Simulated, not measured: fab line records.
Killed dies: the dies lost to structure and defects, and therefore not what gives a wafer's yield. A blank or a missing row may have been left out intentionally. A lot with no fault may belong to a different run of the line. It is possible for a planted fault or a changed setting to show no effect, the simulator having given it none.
A struck lot beside a sound one -- flow n5Finfet -- 19 out of 1938 route steps
Sound: the wafers L888.1, L888.4, L888.6. Struck: wafer L886.6. (L886.2 of the same lot was not struck and is left out.) The cause comes at the end.
Each step with rows lists, per side, the tool, then ch with its chambers, then its first start. Under that, the readings that differ: sound wafers -- struck wafers -- difference of the means -- sigmas: that difference in standard deviations of wafers without a fault.
alike: readings with means less than 2 such deviations apart, plus words and numbers identical on both sides. not compared: withheld readings, readings lacking a value on some wafer, bounds such as >300 that could conceal the same value, and numbers that have no deviation in the record and whose values overlap.
A row with sigmas, a row that says differs or no value, or rows on one side alone: a step with any of these is where the two part. When numbers do not overlap yet have no deviation, they are printed without sigmas and do not part them. A reading that every wafer of one side lacks parts them only if that side has two wafers or more.

first, 2 steps without rows for these wafers: N5_BEOL_M15_STRIP_36 (strips in O2); N5_BEOL_M15_STRIP_62 (strips in O2).
N5_BEOL_M15_STRIP_37: strips in O2.
  sound on rieDiel-06 ch 0,2; struck on rieDiel-05 ch 0
  alike: drypumpMotorCurrentA, oesProductAu, rfVppV, showerheadPlenumPTorr, throttleValvePct
  not compared: rfHoursCounterH
then, 4 steps without rows for these wafers: N5_BEOL_M15_ETCH_38 (etches SiCN in CF4/N2, target depth 106.4 nm, time 120.5 s); N5_BEOL_M15_PRECLEAN_39 (cleans in residue remover, time 60 s); N5_BEOL_M15_SRD_40 (time 30 s, dry time 30 s); N5_BEOL_M15_DEGAS_41 (time 60 s).
N5_BEOL_M15_PRE_CLEAN_42: time 30 s.
  sound on pvdSputter-03 at day 15 21:53; struck on pvdSputter-03 at day 18 18:30
  alike: heaterPowerW
N5_BEOL_M15_SPUTTER_43: material TaN, target thk 15 nm, time 24.19 s.
  sound on pvdSputter-03 at day 15 21:55; struck on pvdSputter-03 at day 18 18:32
  alike: substrateTempC, throttleValvePct
then, 1 step without rows for these wafers: N5_BEOL_M15_SPUTTER_44 (material Ta, target thk 15 nm, time 24.19 s).
N5_BEOL_M15_SPUTTER_45: material Cu, target thk 100 nm, time 16.67 s.
  sound on pvdSputter-03 at day 15 22:05; struck on pvdSputter-03 at day 18 18:42
  alike: substrateTempC, throttleValvePct
N5_BEOL_M15_ECD_47: material Cu, target thk 1860 nm.
  sound on ecdCu-01 ch 1, day 15 22:12; struck on ecdCu-02 ch 0, day 18 18:49
reading,sound,struck,difference,sigmas
model.Cu_of_BEOL_M15_ECD_47.thkNm (nm),1875 1843 1836,739.8,-1111.5,
then, 1 step without rows for these wafers: N5_BEOL_M15_ANNEAL_48 (time 90 s).
N5_BEOL_M15_CMP_49: polishes, stops on SiO2, t overpolish 4.9 s, target thk 850 nm.
  sound on cmp-02 ch 0,1, day 15 22:56; struck on cmp-02 ch 3, day 18 19:26
reading,sound,struck,difference,sigmas
motorCurrentA (A),6.5 6.9 6.6,8.7,+2.0,+2
model.Cu_of_BEOL_M15_ECD_47.thkNm (nm),859.2 830.4 849.4,739.8,-106.5,
  alike: clearingPlatenRpm, retainingRingPressureFrac
N5_BEOL_M15_THK_MEAS_50: measures by xrf.
  sound on filmMetro-01 at day 15 23:11; struck on filmMetro-01 at day 18 19:39
reading,sound,struck,difference,sigmas
M15_THK (nm),859 828 847,748,-97,-6
then, 1 step without rows for these wafers: N5_BEOL_M15_PRE_CLEAN_52 (time 15 s).
N5_BEOL_M15_DEP_53: deposits SiCN from 3MS/NH3, target thk 50 nm, time 17.8 s.
  sound on pecvd-03 ch 1,2, day 15 23:15; struck on pecvd-01 ch 1, day 18 19:43
  alike: showerheadPlenumPTorr, throttleValvePct
N5_BEOL_M15_RS_MEAS_54: measures by four-point-probe.
  sound on filmMetro-01 at day 15 23:19; struck on filmMetro-02 at day 18 19:47
reading,sound,struck,difference,sigmas
M15_RS (ohm/sq),0.0214 0.0220 0.0216,0.0249,+0.0032,+8
N5_BEOL_M15_INSPECT_55: inspects for defects (darkfield).
  sound on defectInspect-02 at day 15 23:21; struck on defectInspect-01 at day 18 19:49
  alike: rawDefectCount

== WHERE THEY PART ==
First at N5_BEOL_M15_CMP_49; last, within this record, at N5_BEOL_M15_RS_MEAS_54. Later steps at which nothing parts them and some readings are alike: N5_BEOL_M15_INSPECT_55.

WHY: what the simulator had put in
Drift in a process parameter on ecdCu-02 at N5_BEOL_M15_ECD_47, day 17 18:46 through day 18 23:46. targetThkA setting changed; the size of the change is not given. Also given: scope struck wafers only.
